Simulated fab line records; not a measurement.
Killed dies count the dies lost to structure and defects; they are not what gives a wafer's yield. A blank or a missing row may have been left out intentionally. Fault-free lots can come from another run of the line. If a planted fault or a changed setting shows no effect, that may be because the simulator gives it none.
Chamber matching ; flow nand harc ; NHARC_A_STAIRCASE_ETCH_253 on rie diel-08: 4 sister chambers
The step etches the open film in C4F8/O2, target depth 50 nm, time 20.2 s. 8 wafers are shown with their chamber, then 8 later ones without.

## WAFERS PAIRED WITH THEIR CHAMBERS
wafer;chamber;rf vpp V (V);rf fwd power W (W)
L075.5;0;903;585
L080.2;0;903;584
L080.5;1;906;586
L084.1;1;906;583
L083.1;3;895;599
L083.4;2;892;589
L083.6;2;890;588
L087.2;3;893;597

## WAFERS MISSING THEIR CHAMBER
wafer;rf vpp V (V);rf fwd power W (W)
L087.4;891;585
L087.6;895;597
L091.2;889;591
L091.3;903;589
L091.5;891;591
L096.2;892;594
L096.5;901;588
L096.6;904;587

## THE CHAMBER EACH PASSED THROUGH
wafer;from the rows above;in truth
L087.4;2;2
L087.6;3;3
L091.2;2;2
L091.3;can't be placed: 0 or 1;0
L091.5;2;2
L096.2;can't be placed: 3 or 2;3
L096.5;0;0
L096.6;can't be placed: 0 or 1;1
Placed correctly: 5 of 8. Not placeable from these rows: 3 (in 3, the candidates include the true chamber). Number placed wrongly: 0.
How it was worked out, from the rows above alone: a wafer's distance from a chamber is the root of the sum, over the readings, of the square of ((its reading less the chamber's mean) divided by the reading's scatter). The wafer belongs to the nearest chamber; if the next one is less than 2 further off, it can't be placed. The mean given for a chamber averages the wafers shown for that chamber. The scatter is the square root of a quotient: the sum, over the shown wafers, of each reading's squared deviation from its chamber's mean, divided by wafers minus chambers.
